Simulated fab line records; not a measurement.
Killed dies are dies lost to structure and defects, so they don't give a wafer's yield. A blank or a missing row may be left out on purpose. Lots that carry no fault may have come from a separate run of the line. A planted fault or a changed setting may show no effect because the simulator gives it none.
Which tool did it? || flow n5Finfet || 24 lots with 72 wafers sampled at 6 steps, on a route of 1938 steps

WHAT THE GAUGES SHOWED, per wafer
N5_BEOL_M7_INSPECT_58: inspects for defects (darkfield).
{"lot": "L074", "measured": "day 9 15:15", "on": "defectInspect-02", "rawDefectCount": "80 78 82"}
{"lot": "L075", "measured": "day 10 00:20", "on": "defectInspect-01", "rawDefectCount": "45 52 58"}
{"lot": "L076", "measured": "day 10 00:58", "on": "defectInspect-01", "rawDefectCount": "81 104 55"}
{"lot": "L077", "measured": "day 10 20:35", "on": "defectInspect-02", "rawDefectCount": "59 83 74"}
{"lot": "L079", "measured": "day 11 06:40", "on": "defectInspect-01", "rawDefectCount": "59 31 47"}
{"lot": "L078", "measured": "day 11 07:04", "on": "defectInspect-01", "rawDefectCount": "68 59 64"}
{"lot": "L080", "measured": "day 11 10:41", "on": "defectInspect-02", "rawDefectCount": "55 75 74"}
{"lot": "L082", "measured": "day 11 17:59", "on": "defectInspect-01", "rawDefectCount": "38 76 33"}
{"lot": "L081", "measured": "day 11 18:03", "on": "defectInspect-01", "rawDefectCount": "82 95 92"}
{"lot": "L083", "measured": "day 11 22:41", "on": "defectInspect-01", "rawDefectCount": "75 97 86"}
{"lot": "L084", "measured": "day 12 04:15", "on": "defectInspect-02", "rawDefectCount": "82 69 92"}
{"lot": "L085", "measured": "day 12 14:20", "on": "defectInspect-02", "rawDefectCount": "138 91 84"}
{"lot": "L087", "measured": "day 12 22:20", "on": "defectInspect-02", "rawDefectCount": "98 115 86"}
{"lot": "L086", "measured": "day 13 01:04", "on": "defectInspect-01", "rawDefectCount": "66 74 47"}
{"lot": "L090", "measured": "day 13 09:50", "on": "defectInspect-02", "rawDefectCount": "86 81 66"}
{"lot": "L089", "measured": "day 13 14:11", "on": "defectInspect-02", "rawDefectCount": "52 89 58"}
{"lot": "L088", "measured": "day 13 19:01", "on": "defectInspect-02", "rawDefectCount": "79 85 61"}
{"lot": "L093", "measured": "day 14 02:13", "on": "defectInspect-01", "rawDefectCount": "83 97 76"}
{"lot": "L092", "measured": "day 14 03:47", "on": "defectInspect-01", "rawDefectCount": "72 94 126"}
{"lot": "L091", "measured": "day 14 21:58", "on": "defectInspect-01", "rawDefectCount": "78 103 119"}
{"lot": "L094", "measured": "day 15 02:25", "on": "defectInspect-01", "rawDefectCount": "88 54 34"}
{"lot": "L096", "measured": "day 15 02:42", "on": "defectInspect-01", "rawDefectCount": "73 77 73"}
{"lot": "L095", "measured": "day 15 07:35", "on": "defectInspect-02", "rawDefectCount": "83 52 56"}
{"lot": "L097", "measured": "day 15 14:46", "on": "defectInspect-02", "rawDefectCount": "133 75 86"}

N5_BEOL_M8_CD_MEAS_28: the cd target is 40 nm.
{"lot": "L074", "measured": "day 9 19:15", "on": "cdSem-01", "cdNm (nm)": "39.71 39.97 40.08"}
{"lot": "L075", "measured": "day 10 05:40", "on": "cdSem-03", "cdNm (nm)": "39.64 40.11 39.49"}
{"lot": "L076", "measured": "day 10 05:23", "on": "cdSem-02", "cdNm (nm)": "39.80 39.68 39.45"}
{"lot": "L077", "measured": "day 11 02:52", "on": "cdSem-02", "cdNm (nm)": "39.97 40.26 40.69"}
{"lot": "L079", "measured": "day 11 11:25", "on": "cdSem-03", "cdNm (nm)": "40.42 40.05 39.76"}
{"lot": "L078", "measured": "day 11 11:27", "on": "cdSem-03", "cdNm (nm)": "40.22 39.78 40.16"}
{"lot": "L080", "measured": "day 11 15:25", "on": "cdSem-01", "cdNm (nm)": "40.18 40.20 40.39"}
{"lot": "L082", "measured": "day 11 22:42", "on": "cdSem-02", "cdNm (nm)": "39.70 39.76 39.55"}
{"lot": "L081", "measured": "day 11 22:48", "on": "cdSem-03", "cdNm (nm)": "40.04 40.08 39.67"}
{"lot": "L083", "measured": "day 12 03:59", "on": "cdSem-03", "cdNm (nm)": "39.93 39.64 39.71"}
{"lot": "L084", "measured": "day 12 08:22", "on": "cdSem-03", "cdNm (nm)": "40.28 40.43 39.95"}
{"lot": "L085", "measured": "day 12 20:32", "on": "cdSem-01", "cdNm (nm)": "39.73 39.88 39.37"}
{"lot": "L087", "measured": "day 13 01:18", "on": "cdSem-02", "cdNm (nm)": "39.85 40.21 40.06"}
{"lot": "L086", "measured": "day 13 04:12", "on": "cdSem-01", "cdNm (nm)": "39.74 39.99 40.08"}
{"lot": "L090", "measured": "day 13 13:50", "on": "cdSem-02", "cdNm (nm)": "39.82 39.73 39.64"}
{"lot": "L089", "measured": "day 13 17:18", "on": "cdSem-03", "cdNm (nm)": "39.81 39.69 39.17"}
{"lot": "L088", "measured": "day 13 22:14", "on": "cdSem-01", "cdNm (nm)": "39.90 39.55 39.85"}
{"lot": "L093", "measured": "day 14 09:19", "on": "cdSem-01", "cdNm (nm)": "40.25 40.37 39.82"}
{"lot": "L092", "measured": "day 14 09:09", "on": "cdSem-01", "cdNm (nm)": "40.14 40.05 39.69"}
{"lot": "L091", "measured": "day 15 04:22", "on": "cdSem-02", "cdNm (nm)": "39.25 39.90 39.91"}
{"lot": "L094", "measured": "day 15 06:19", "on": "cdSem-01", "cdNm (nm)": "40.00 39.77 39.69"}
{"lot": "L096", "measured": "day 15 07:10", "on": "cdSem-03", "cdNm (nm)": "39.95 39.96 40.06"}
{"lot": "L095", "measured": "day 15 12:32", "on": "cdSem-01", "cdNm (nm)": "39.87 40.46 39.89"}
{"lot": "L097", "measured": "day 15 18:23", "on": "cdSem-02", "cdNm (nm)": "39.95 39.90 40.21"}

N5_BEOL_M8_RS_MEAS_57: a four-point-probe measurement.
{"lot": "L074", "measured": "day 10 00:31", "on": "filmMetro-01", "M8_RS (ohm/sq)": "0.273 0.295 0.282"}
{"lot": "L075", "measured": "day 10 09:20", "on": "filmMetro-01", "M8_RS (ohm/sq)": "0.301 0.309 0.310"}
{"lot": "L076", "measured": "day 10 09:05", "on": "filmMetro-01", "M8_RS (ohm/sq)": "0.286 0.299 0.290"}
{"lot": "L077", "measured": "day 11 06:24", "on": "filmMetro-01", "M8_RS (ohm/sq)": "0.274 0.291 0.286"}
{"lot": "L079", "measured": "day 11 14:31", "on": "filmMetro-01", "M8_RS (ohm/sq)": "0.283 0.295 0.277"}
{"lot": "L078", "measured": "day 11 15:11", "on": "filmMetro-01", "M8_RS (ohm/sq)": "0.292 0.295 0.295"}
{"lot": "L080", "measured": "day 11 18:41", "on": "filmMetro-01", "M8_RS (ohm/sq)": "0.287 0.298 0.283"}
{"lot": "L082", "measured": "day 12 03:41", "on": "filmMetro-02", "M8_RS (ohm/sq)": "0.283 0.280 0.274"}
{"lot": "L081", "measured": "day 12 03:58", "on": "filmMetro-01", "M8_RS (ohm/sq)": "0.307 0.315 0.309"}
{"lot": "L083", "measured": "day 12 07:34", "on": "filmMetro-02", "M8_RS (ohm/sq)": "0.291 0.284 0.276"}
{"lot": "L084", "measured": "day 12 12:11", "on": "filmMetro-01", "M8_RS (ohm/sq)": "0.283 0.291 0.285"}
{"lot": "L085", "measured": "day 13 01:05", "on": "filmMetro-01", "M8_RS (ohm/sq)": "0.287 0.278 0.278"}
{"lot": "L087", "measured": "day 13 06:00", "on": "filmMetro-02", "M8_RS (ohm/sq)": "0.274 0.278 0.287"}
{"lot": "L086", "measured": "day 13 07:59", "on": "filmMetro-01", "M8_RS (ohm/sq)": "0.281 0.297 0.291"}
{"lot": "L090", "measured": "day 13 17:11", "on": "filmMetro-02", "M8_RS (ohm/sq)": "0.292 0.296 0.290"}
{"lot": "L089", "measured": "day 13 20:25", "on": "filmMetro-02", "M8_RS (ohm/sq)": "0.292 0.274 0.292"}
{"lot": "L088", "measured": "day 14 01:53", "on": "filmMetro-01", "M8_RS (ohm/sq)": "0.287 0.282 0.314"}
{"lot": "L093", "measured": "day 14 12:33", "on": "filmMetro-02", "M8_RS (ohm/sq)": "0.285 0.293 0.303"}
{"lot": "L092", "measured": "day 14 12:27", "on": "filmMetro-02", "M8_RS (ohm/sq)": "0.294 0.297 0.285"}
{"lot": "L091", "measured": "day 15 07:50", "on": "filmMetro-01", "M8_RS (ohm/sq)": "0.290 0.299 0.291"}
{"lot": "L094", "measured": "day 15 10:20", "on": "filmMetro-01", "M8_RS (ohm/sq)": "0.313 0.301 0.291"}
{"lot": "L096", "measured": "day 15 11:14", "on": "filmMetro-01", "M8_RS (ohm/sq)": "0.284 0.296 0.276"}
{"lot": "L095", "measured": "day 15 15:47", "on": "filmMetro-02", "M8_RS (ohm/sq)": "0.293 0.293 0.309"}
{"lot": "L097", "measured": "day 15 22:03", "on": "filmMetro-02", "M8_RS (ohm/sq)": "0.304 0.302 0.307"}

TOOL THAT RAN EACH LOT (tool first, then ch and the chambers of the sampled wafers, then the start)
{"lot": "L074", "N5_BEOL_M8_CURE_74": "uvCure-02 ch 1, day 9 15:31", "N5_BEOL_M8_PRE_CLEAN_45": "pvdSputter-03, day 9 22:37", "N5_BEOL_M8_ANNEAL_51": "rtpAnneal-01 ch 0, day 9 23:52"}
{"lot": "L075", "N5_BEOL_M8_CURE_74": "uvCure-03 ch 2, day 10 01:07", "N5_BEOL_M8_PRE_CLEAN_45": "pvdSputter-02, day 10 07:09", "N5_BEOL_M8_ANNEAL_51": "rtpAnneal-02 ch 0, day 10 08:37"}
{"lot": "L076", "N5_BEOL_M8_CURE_74": "uvCure-03 ch 0, day 10 01:53", "N5_BEOL_M8_PRE_CLEAN_45": "pvdSputter-03, day 10 06:46", "N5_BEOL_M8_ANNEAL_51": "rtpAnneal-02 ch 0, day 10 08:20"}
{"lot": "L077", "N5_BEOL_M8_CURE_74": "uvCure-03 ch 2, day 10 21:12", "N5_BEOL_M8_PRE_CLEAN_45": "pvdSputter-02, day 11 04:10", "N5_BEOL_M8_ANNEAL_51": "rtpAnneal-01 ch 0, day 11 05:44"}
{"lot": "L079", "N5_BEOL_M8_CURE_74": "uvCure-01 ch 0, day 11 06:46", "N5_BEOL_M8_PRE_CLEAN_45": "pvdSputter-03, day 11 12:53", "N5_BEOL_M8_ANNEAL_51": "rtpAnneal-02 ch 0, day 11 13:47"}
{"lot": "L078", "N5_BEOL_M8_CURE_74": "uvCure-03 ch 0, day 11 07:40", "N5_BEOL_M8_PRE_CLEAN_45": "pvdSputter-01, day 11 13:13", "N5_BEOL_M8_ANNEAL_51": "rtpAnneal-02 ch 0, day 11 14:23"}
{"lot": "L080", "N5_BEOL_M8_CURE_74": "uvCure-01 ch 1, day 11 11:01", "N5_BEOL_M8_PRE_CLEAN_45": "pvdSputter-03, day 11 16:52", "N5_BEOL_M8_ANNEAL_51": "rtpAnneal-02 ch 0, day 11 18:06"}
{"lot": "L082", "N5_BEOL_M8_CURE_74": "uvCure-01 ch 2, day 11 18:10", "N5_BEOL_M8_PRE_CLEAN_45": "pvdSputter-03, day 12 01:31", "N5_BEOL_M8_ANNEAL_51": "rtpAnneal-01 ch 0, day 12 03:01"}
{"lot": "L081", "N5_BEOL_M8_CURE_74": "uvCure-02 ch 0, day 11 18:28", "N5_BEOL_M8_PRE_CLEAN_45": "pvdSputter-03, day 12 01:42", "N5_BEOL_M8_ANNEAL_51": "rtpAnneal-01 ch 0, day 12 03:19"}
{"lot": "L083", "N5_BEOL_M8_CURE_74": "uvCure-01 ch 1, day 11 22:48", "N5_BEOL_M8_PRE_CLEAN_45": "pvdSputter-01, day 12 06:01", "N5_BEOL_M8_ANNEAL_51": "rtpAnneal-02 ch 0, day 12 06:50"}
{"lot": "L084", "N5_BEOL_M8_CURE_74": "uvCure-02 ch 2, day 12 04:21", "N5_BEOL_M8_PRE_CLEAN_45": "pvdSputter-03, day 12 09:49", "N5_BEOL_M8_ANNEAL_51": "rtpAnneal-02 ch 0, day 12 11:26"}
{"lot": "L085", "N5_BEOL_M8_CURE_74": "uvCure-02 ch 1, day 12 14:26", "N5_BEOL_M8_PRE_CLEAN_45": "pvdSputter-02, day 12 21:40", "N5_BEOL_M8_ANNEAL_51": "rtpAnneal-01 ch 0, day 13 00:06"}
{"lot": "L087", "N5_BEOL_M8_CURE_74": "uvCure-02 ch 1, day 12 22:26", "N5_BEOL_M8_PRE_CLEAN_45": "pvdSputter-03, day 13 02:35", "N5_BEOL_M8_ANNEAL_51": "rtpAnneal-01 ch 0, day 13 05:01"}
{"lot": "L086", "N5_BEOL_M8_CURE_74": "uvCure-03 ch 1, day 13 01:15", "N5_BEOL_M8_PRE_CLEAN_45": "pvdSputter-02, day 13 05:38", "N5_BEOL_M8_ANNEAL_51": "rtpAnneal-01 ch 0, day 13 07:05"}
{"lot": "L090", "N5_BEOL_M8_CURE_74": "uvCure-02 ch 1, day 13 09:56", "N5_BEOL_M8_PRE_CLEAN_45": "pvdSputter-01, day 13 15:35", "N5_BEOL_M8_ANNEAL_51": "rtpAnneal-02 ch 0, day 13 16:27"}
{"lot": "L089", "N5_BEOL_M8_CURE_74": "uvCure-02 ch 1, day 13 14:17", "N5_BEOL_M8_PRE_CLEAN_45": "pvdSputter-03, day 13 18:41", "N5_BEOL_M8_ANNEAL_51": "rtpAnneal-02 ch 0, day 13 19:42"}
{"lot": "L088", "N5_BEOL_M8_CURE_74": "uvCure-02 ch 2, day 13 19:07", "N5_BEOL_M8_PRE_CLEAN_45": "pvdSputter-02, day 13 23:59", "N5_BEOL_M8_ANNEAL_51": "rtpAnneal-02 ch 0, day 14 01:10"}
{"lot": "L093", "N5_BEOL_M8_CURE_74": "uvCure-01 ch 1, day 14 02:19", "N5_BEOL_M8_PRE_CLEAN_45": "pvdSputter-03, day 14 10:57", "N5_BEOL_M8_ANNEAL_51": "rtpAnneal-02 ch 0, day 14 11:49"}
{"lot": "L092", "N5_BEOL_M8_CURE_74": "uvCure-02 ch 2, day 14 03:53", "N5_BEOL_M8_PRE_CLEAN_45": "pvdSputter-03, day 14 10:46", "N5_BEOL_M8_ANNEAL_51": "rtpAnneal-01 ch 0, day 14 11:42"}
{"lot": "L091", "N5_BEOL_M8_CURE_74": "uvCure-02 ch 2, day 14 22:10", "N5_BEOL_M8_PRE_CLEAN_45": "pvdSputter-03, day 15 06:14", "N5_BEOL_M8_ANNEAL_51": "rtpAnneal-02 ch 0, day 15 07:07"}
{"lot": "L094", "N5_BEOL_M8_CURE_74": "uvCure-03 ch 1, day 15 02:40", "N5_BEOL_M8_PRE_CLEAN_45": "pvdSputter-02, day 15 07:39", "N5_BEOL_M8_ANNEAL_51": "rtpAnneal-01 ch 0, day 15 09:42"}
{"lot": "L096", "N5_BEOL_M8_CURE_74": "uvCure-02 ch 0, day 15 02:58", "N5_BEOL_M8_PRE_CLEAN_45": "pvdSputter-03, day 15 09:31", "N5_BEOL_M8_ANNEAL_51": "rtpAnneal-01 ch 0, day 15 10:35"}
{"lot": "L095", "N5_BEOL_M8_CURE_74": "uvCure-03 ch 0, day 15 07:46", "N5_BEOL_M8_PRE_CLEAN_45": "pvdSputter-01, day 15 14:09", "N5_BEOL_M8_ANNEAL_51": "rtpAnneal-01 ch 0, day 15 15:04"}
{"lot": "L097", "N5_BEOL_M8_CURE_74": "uvCure-01 ch 0, day 15 15:02", "N5_BEOL_M8_PRE_CLEAN_45": "pvdSputter-03, day 15 20:25", "N5_BEOL_M8_ANNEAL_51": "rtpAnneal-02 ch 0, day 15 21:22"}
- N5_BEOL_M8_CURE_74: cures SiCOH lowk, time 240 s.
- N5_BEOL_M8_PRE_CLEAN_45: time 30 s.
- N5_BEOL_M8_ANNEAL_51: time 90 s.

WHAT THE TOOLS THEMSELVES READ (means of the sampled wafers that have a number; where no wafer has one, the mark that the record gives instead)
N5_BEOL_M8_CURE_74.
{"lot": "L074", "tool": "uvCure-02", "lampPowerPct (%)": 52.34, "wafer_temp_C_max": 386.7}
{"lot": "L075", "tool": "uvCure-03", "lampPowerPct (%)": 52.32, "wafer_temp_C_max": 386.7}
{"lot": "L076", "tool": "uvCure-03", "lampPowerPct (%)": 52.33, "wafer_temp_C_max": 386.1}
{"lot": "L077", "tool": "uvCure-03", "lampPowerPct (%)": 52.33, "wafer_temp_C_max": 386.6}
{"lot": "L079", "tool": "uvCure-01", "lampPowerPct (%)": 52.33, "wafer_temp_C_max": 386.2}
{"lot": "L078", "tool": "uvCure-03", "lampPowerPct (%)": 52.29, "wafer_temp_C_max": 386.5}
{"lot": "L080", "tool": "uvCure-01", "lampPowerPct (%)": 52.32, "wafer_temp_C_max": 387.0}
{"lot": "L082", "tool": "uvCure-01", "lampPowerPct (%)": 52.32, "wafer_temp_C_max": 388.1}
{"lot": "L081", "tool": "uvCure-02", "lampPowerPct (%)": 52.27, "wafer_temp_C_max": 388.6}
{"lot": "L083", "tool": "uvCure-01", "lampPowerPct (%)": 52.28, "wafer_temp_C_max": 386.6}
{"lot": "L084", "tool": "uvCure-02", "lampPowerPct (%)": 52.37, "wafer_temp_C_max": 386.1}
{"lot": "L085", "tool": "uvCure-02", "lampPowerPct (%)": 52.37, "wafer_temp_C_max": 386.8}
{"lot": "L087", "tool": "uvCure-02", "lampPowerPct (%)": 52.40, "wafer_temp_C_max": 386.5}
{"lot": "L086", "tool": "uvCure-03", "lampPowerPct (%)": 52.33, "wafer_temp_C_max": 386.9}
{"lot": "L090", "tool": "uvCure-02", "lampPowerPct (%)": 52.35, "wafer_temp_C_max": 386.8}
{"lot": "L089", "tool": "uvCure-02", "lampPowerPct (%)": 52.30, "wafer_temp_C_max": 386.9}
{"lot": "L088", "tool": "uvCure-02", "lampPowerPct (%)": 52.29, "wafer_temp_C_max": 386.5}
{"lot": "L093", "tool": "uvCure-01", "lampPowerPct (%)": 52.29, "wafer_temp_C_max": 387.1}
{"lot": "L092", "tool": "uvCure-02", "lampPowerPct (%)": 52.31, "wafer_temp_C_max": 386.3}
{"lot": "L091", "tool": "uvCure-02", "lampPowerPct (%)": 52.30, "wafer_temp_C_max": 386.2}
{"lot": "L094", "tool": "uvCure-03", "lampPowerPct (%)": 52.32, "wafer_temp_C_max": 386.7}
{"lot": "L096", "tool": "uvCure-02", "lampPowerPct (%)": 52.30, "wafer_temp_C_max": 387.7}
{"lot": "L095", "tool": "uvCure-03", "lampPowerPct (%)": 52.29, "wafer_temp_C_max": 386.1}
{"lot": "L097", "tool": "uvCure-01", "lampPowerPct (%)": 52.35, "wafer_temp_C_max": 386.8}

N5_BEOL_M8_PRE_CLEAN_45.
{"lot": "L074", "tool": "pvdSputter-03", "heaterPowerW (W)": 313}
{"lot": "L075", "tool": "pvdSputter-02", "heaterPowerW (W)": 335}
{"lot": "L076", "tool": "pvdSputter-03", "heaterPowerW (W)": 324}
{"lot": "L077", "tool": "pvdSputter-02", "heaterPowerW (W)": 352}
{"lot": "L079", "tool": "pvdSputter-03", "heaterPowerW (W)": 323}
{"lot": "L078", "tool": "pvdSputter-01", "heaterPowerW (W)": 353}
{"lot": "L080", "tool": "pvdSputter-03", "heaterPowerW (W)": 327}
{"lot": "L082", "tool": "pvdSputter-03", "heaterPowerW (W)": 335}
{"lot": "L081", "tool": "pvdSputter-03", "heaterPowerW (W)": 352}
{"lot": "L083", "tool": "pvdSputter-01", "heaterPowerW (W)": 329}
{"lot": "L084", "tool": "pvdSputter-03", "heaterPowerW (W)": 334}
{"lot": "L085", "tool": "pvdSputter-02", "heaterPowerW (W)": 340}
{"lot": "L087", "tool": "pvdSputter-03", "heaterPowerW (W)": 317}
{"lot": "L086", "tool": "pvdSputter-02", "heaterPowerW (W)": 336}
{"lot": "L090", "tool": "pvdSputter-01", "heaterPowerW (W)": 358}
{"lot": "L089", "tool": "pvdSputter-03", "heaterPowerW (W)": 318}
{"lot": "L088", "tool": "pvdSputter-02", "heaterPowerW (W)": 338}
{"lot": "L093", "tool": "pvdSputter-03", "heaterPowerW (W)": 332}
{"lot": "L092", "tool": "pvdSputter-03", "heaterPowerW (W)": 330}
{"lot": "L091", "tool": "pvdSputter-03", "heaterPowerW (W)": 325}
{"lot": "L094", "tool": "pvdSputter-02", "heaterPowerW (W)": 338}
{"lot": "L096", "tool": "pvdSputter-03", "heaterPowerW (W)": 350}
{"lot": "L095", "tool": "pvdSputter-01", "heaterPowerW (W)": 352}
{"lot": "L097", "tool": "pvdSputter-03", "heaterPowerW (W)": 349}

N5_BEOL_M8_ANNEAL_51.
{"lot": "L074", "tool": "rtpAnneal-01", "wafer_temp_C_max": 226.5}
{"lot": "L075", "tool": "rtpAnneal-02", "wafer_temp_C_max": 225.6}
{"lot": "L076", "tool": "rtpAnneal-02", "wafer_temp_C_max": 225.4}
{"lot": "L077", "tool": "rtpAnneal-01", "wafer_temp_C_max": 226.6}
{"lot": "L079", "tool": "rtpAnneal-02", "wafer_temp_C_max": 225.6}
{"lot": "L078", "tool": "rtpAnneal-02", "wafer_temp_C_max": 225.6}
{"lot": "L080", "tool": "rtpAnneal-02", "wafer_temp_C_max": 225.5}
{"lot": "L082", "tool": "rtpAnneal-01", "wafer_temp_C_max": 226.1}
{"lot": "L081", "tool": "rtpAnneal-01", "wafer_temp_C_max": 226.4}
{"lot": "L083", "tool": "rtpAnneal-02", "wafer_temp_C_max": 225.3}
{"lot": "L084", "tool": "rtpAnneal-02", "wafer_temp_C_max": 225.6}
{"lot": "L085", "tool": "rtpAnneal-01", "wafer_temp_C_max": 226.2}
{"lot": "L087", "tool": "rtpAnneal-01", "wafer_temp_C_max": 226.3}
{"lot": "L086", "tool": "rtpAnneal-01", "wafer_temp_C_max": 226.3}
{"lot": "L090", "tool": "rtpAnneal-02", "wafer_temp_C_max": 225.6}
{"lot": "L089", "tool": "rtpAnneal-02", "wafer_temp_C_max": 225.5}
{"lot": "L088", "tool": "rtpAnneal-02", "wafer_temp_C_max": 225.6}
{"lot": "L093", "tool": "rtpAnneal-02", "wafer_temp_C_max": 225.6}
{"lot": "L092", "tool": "rtpAnneal-01", "wafer_temp_C_max": 226.2}
{"lot": "L091", "tool": "rtpAnneal-02", "wafer_temp_C_max": 225.8}
{"lot": "L094", "tool": "rtpAnneal-01", "wafer_temp_C_max": 226.2}
{"lot": "L096", "tool": "rtpAnneal-01", "wafer_temp_C_max": 226.3}
{"lot": "L095", "tool": "rtpAnneal-01", "wafer_temp_C_max": 226.2}
{"lot": "L097", "tool": "rtpAnneal-02", "wafer_temp_C_max": 225.4}

THE ANSWER, worked out from the rows above alone
Rule: usual is defined by the lots themselves. The widest of any qualifying gaps counts: lots, ordered by their means at a reading, are off when they make up no more than a third of the lots, leave a main group of 4 or more, and stand apart from it by 3 or more times the standard deviation of that group's means. If all means in a main group match to the digits the tables above print for the reading, that group is not used. A lot without any number at a reading at which 4 lots or more have one is off too. All remaining lots with rows at the step are treated as sound. The gauges are gone through in route order, then the tools' own readings, and for those a lot's mean is taken as printed above. The first step at which some lot is off is used, and at that step the reading that is off furthest; a lot without a number counts as furthest.
None of the lots is off at any reading shown; this tells nothing.

WHAT HAD BEEN PUT IN BY THE SIMULATOR
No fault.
